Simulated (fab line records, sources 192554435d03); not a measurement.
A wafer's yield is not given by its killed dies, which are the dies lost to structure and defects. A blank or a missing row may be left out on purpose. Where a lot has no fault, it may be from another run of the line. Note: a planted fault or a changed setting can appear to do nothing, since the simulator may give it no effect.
Matching of chambers -- flow n5Finfet -- N5_BEOL_M0_SAQP_MANDREL2_REMOVE_110 on rieSi-04: 4 sister chambers
The step chemistry HBr/Cl2/O2, target a-Si, stops on SiCN, bt time 10 s. 4 wafers are shown with their chamber, then 7 later ones without.

== WAFERS, EACH WITH ITS CHAMBER ==
wafer,chamber,throttleValvePct (%)
L082.5,0,37.2
L086.5,1,36.9
L092.4,3,37.0
L092.5,2,37.2

== WAFERS WITHOUT THEIR CHAMBER ==
wafer,throttleValvePct (%)
L092.6,36.4
L094.1,36.4
L094.2,37.2
L094.4,37.2
L095.2,37.2
L095.3,37.0
L095.6,37.2

== THE CHAMBER EACH PASSED THROUGH ==
wafer,from the rows above,in truth
L092.6,can't be placed: 1 or 3 or 0 or 2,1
L094.1,can't be placed: 1 or 3 or 0 or 2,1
L094.2,can't be placed: 0 or 2 or 3 or 1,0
L094.4,can't be placed: 0 or 2 or 3 or 1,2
L095.2,can't be placed: 0 or 2 or 3 or 1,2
L095.3,can't be placed: 3 or 1 or 0 or 2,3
L095.6,can't be placed: 0 or 2 or 3 or 1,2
Correct placement for 0 of the 7. These rows do not allow placing 7 (true chamber among the candidates in 7). Placed wrongly: 0.
How it was worked out, from the rows above alone: a wafer's distance from a chamber is the root of the sum, over the readings, of the square of ((its reading less the chamber's mean) divided by the reading's scatter). The wafer belongs to the nearest chamber; if the next one is less than 2 further off, it can't be placed. The mean given for a chamber averages the wafers shown for that chamber. The scatter: root of mean squared gap, hidden wafer to nearest shown wafer, with one shown wafer a chamber.
